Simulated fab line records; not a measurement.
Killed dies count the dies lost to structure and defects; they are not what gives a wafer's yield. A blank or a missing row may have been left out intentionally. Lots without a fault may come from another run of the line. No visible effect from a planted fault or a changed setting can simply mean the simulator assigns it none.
8D (eight disciplines) problem report, filled in by code / flow n5-finfet / the parts of the form that need people (team, actions taken, sign-off) are left out

## 1. WHAT IS WRONG
raw-defect-count at N5_SD_EPI_P_INSPECT_26 reads a mean of 434 on 6 wafers of 2 lots; wafers without a fault read 161 with a standard deviation of 29. That is +9.4 standard deviations from the usual mean.
The step: inspects for defects (darkfield).
First observed at day 7 13:04: wafer L627.1, on defect-inspect-02. The record holds 24 wafers of 8 lots with a number at this step. By rule, "out" or "out of limits" means more than 4 standard deviations away from the usual mean. The other wafers with a number count as sound.

## 2. WHAT IT IS, AND WHAT IT ISN'T
question=which readings at this step | is=raw-defect-count | is not=-
question=which lots | is=L627, L629 | is not=L612, L616, L620, L628, L633, L634
question=which wafers of those lots | is=all that have a number | is not=-
question=read on which gauges | is=defect-inspect-01, defect-inspect-02 | is not=-
question=when | is=from day 7 13:04 | is not=up to then (9 sound wafers); but 9 sound wafers of L628, L633, L634 came after

## 3. WHAT RULES OUT EACH SUSPECT
Counting: any tool at a process step up to the reading is kept as a suspect provided that every lot that is out went through it and no sound lot did after the first of them.
- the gauge at N5_SD_EPI_P_INSPECT_26: ruled out. The wafers that are out were read on 2 gauges (defect-inspect-01, defect-inspect-02).
- rie-diel-06 at N5_SD_EPI_P_ETCH_36 (etches SiARC in CF4, target depth 45.5 nm, time 75.8 s): kept. It ran every lot that is out, first L627 (day 7 08:33), and no sound lot after that; its last sound lot up to then is L616 (day 4 12:16).
- rie-diel-06 at N5_SD_EPI_P_ETCH_37 (etches SOC in N2/H2, overetch 108 nm, time 486 s): kept. It ran every lot that is out, first L627 (day 7 08:36), and no sound lot after that; its last sound lot up to then is L616 (day 4 12:19).
- rie-diel-06 at N5_SD_EPI_P_ETCHBACK_46 (etches SiNx in CH3F/O2, stops on SiO2, target depth 17.5 nm): kept. It ran every lot that is out, first L627 (day 7 08:56), and no sound lot after that; its last sound lot up to then is L616 (day 4 12:38).
The count leaves rie-diel-06 at N5_SD_EPI_P_ETCH_36, rie-diel-06 at N5_SD_EPI_P_ETCH_37, and rie-diel-06 at N5_SD_EPI_P_ETCHBACK_46.

## 4. THE CAUSE (what the simulator had put in)
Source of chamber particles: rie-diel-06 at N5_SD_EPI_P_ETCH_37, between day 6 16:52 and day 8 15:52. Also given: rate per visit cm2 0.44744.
Counting leaves 3 suspects; this tool is one of them.

## 5. SEQUENCE OF EFFECTS, ordered by route
One row per reading whose mean, taken over the struck wafers that have a number, lies over 3 standard deviations from the usual. Readings are gone through only where the record gives a usual standard deviation; hours: the median, over the lots, of the time from a lot's start at the first step in this table giving one to that lot's start at this step; sigmas: the change measured in usual standard deviations.
hours=0; step=N5_SD_EPI_P_INSPECT_26; reading=raw-defect-count; usual=161; on struck wafers=434; change=+273; sigmas=+9.4
hours=1; step=N5_SD_ACTIVATION_INSPECT_02; reading=raw-defect-count; usual=161; on struck wafers=446; change=+285; sigmas=+10
hours=218; step=N5_PASSIVATION_PROBE_49; reading=defect-limited-yield; usual=91.6 %; on struck wafers=86.1; change=-5.5; sigmas=-3.9
hours=218; step=N5_PASSIVATION_PROBE_49; reading=killed-at-front-end; usual=36; on struck wafers=108; change=+72; sigmas=+6.5
hours=218; step=N5_PASSIVATION_PROBE_49; reading=killed-dies; usual=99; on struck wafers=164; change=+64; sigmas=+4.0
hours=218; step=N5_PASSIVATION_PROBE_49; reading=sort_bin_5_function; usual=4.9 %; on struck wafers=8.6; change=+3.7; sigmas=+4.1
hours=218; step=N5_PASSIVATION_PROBE_49; reading=sort-n-pass; usual=1081; on struck wafers=1016; change=-64; sigmas=-4.0
hours=218; step=N5_PASSIVATION_PROBE_49; reading=sort-yield-pct; usual=91.6 %; on struck wafers=86.1; change=-5.5; sigmas=-3.9
It contains these process steps:
- N5_PASSIVATION_PROBE_49
Later measuring or inspecting steps at which every struck wafer that the step has a row for has a number for every such reading, and none has moved that far: N5_BEOL_M4_RC_MEAS_101.

## 6. HOW IT WOULD HAVE BEEN CAUGHT EARLIER
In this record the first reading out of limits at a measuring or inspecting step was taken at day 7 13:04, 20 hours after the fault began at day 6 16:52.
Of the tool readings at N5_SD_EPI_P_ETCH_37 for which the record gives a usual standard deviation, none was out on any struck wafer, so an alarm limit of 4 standard deviations on them would not have fired.
Of the lots that are out (2), L629 began N5_SD_EPI_P_ETCH_37 on rie-diel-06 after day 7 13:04. Holding the tool at that time would have saved it.
